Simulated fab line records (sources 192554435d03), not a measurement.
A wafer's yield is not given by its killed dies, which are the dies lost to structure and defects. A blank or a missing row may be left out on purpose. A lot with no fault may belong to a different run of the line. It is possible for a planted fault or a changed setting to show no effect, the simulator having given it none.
Matching of chambers    flow n5Finfet    N5_BEOL_M0_SAQP_MANDREL1_REMOVE_100 on rieSi-01: 4 sister chambers
The step chemistry HBr/Cl2/O2, target a-Si, stops on SiNx, bt time 10 s. 20 wafers are shown with their chamber, then 10 later ones without.

WAFERS, EACH WITH ITS CHAMBER
wafer   chamber  drypumpMotorCurrentA (A)  throttleValvePct (%)  oesProductAu (a.u.)
L076.1  3        6.21                      36.58                 0.989
L076.4  2        5.43                      37.03                 1.002
L076.6  3        6.21                      36.57                 0.992
L080.1  0        5.59                      36.73                 1.018
L080.3  1        5.65                      36.78                 1.004
L080.4  2        5.42                      37.05                 0.999
L082.4  3        6.21                      36.57                 1.006
L082.5  1        5.63                      36.79                 1.024
L082.6  0        5.59                      36.73                 1.019
L085.2  2        5.44                      37.06                 1.013
L085.3  3        6.19                      36.56                 1.001
L085.6  3        6.20                      36.57                 1.012
L088.1  1        5.63                      36.76                 1.009
L088.2  2        5.44                      37.04                 1.013
L088.4  3        6.20                      36.57                 1.016
L092.4  2        5.42                      37.05                 1.005
L092.5  0        5.59                      36.74                 1.022
L092.6  3        6.18                      36.56                 1.003
L093.1  1        5.62                      36.76                 1.008
L093.2  0        5.58                      36.72                 1.026

SIGNATURES, as means of the wafers listed above
reading               chamber 0  chamber 1  chamber 2  chamber 3  scatter within a chamber
drypumpMotorCurrentA  5.5875     5.6325     5.4300     6.2000     0.0105
throttleValvePct      36.7300    36.7725    37.0460    36.5686    0.0102
oesProductAu          1.02125    1.01125    1.00640    1.00271    0.00795
Rule: a wafer's distance from a chamber is the root of the sum, over the readings, of the square of ((its reading less the chamber's mean) divided by the reading's scatter). The wafer belongs to the nearest chamber; if the next one is less than 2 further off, it can't be placed. The scatter: the root of (the sum of the squares of (reading less its chamber's mean) over the shown wafers, divided by (wafers less chambers)).

WAFERS WITH NO CHAMBER GIVEN
wafer   drypumpMotorCurrentA (A)  throttleValvePct (%)  oesProductAu (a.u.)
L093.4  5.41                      37.04                 1.014
L095.2  5.41                      37.04                 1.013
L095.4  6.20                      36.56                 0.999
L095.6  6.20                      36.56                 1.008
L096.1  5.43                      37.06                 1.008
L096.2  6.22                      36.57                 1.008
L096.3  5.61                      36.73                 1.024
L097.1  6.19                      36.58                 1.011
L097.2  5.44                      37.05                 1.017
L097.5  5.41                      37.05                 1.022

THE CHAMBER EACH PASSED THROUGH
wafer   from the rows above  in truth
L093.4  2                    2
L095.2  2                    2
L095.4  3                    3
L095.6  3                    3
L096.1  2                    2
L096.2  3                    3
L096.3  0                    0
L097.1  3                    3
L097.2  2                    2
L097.5  2                    2
Placed correctly: 10 of 10. From these rows, 0 cannot be placed. Placed wrongly: 0.
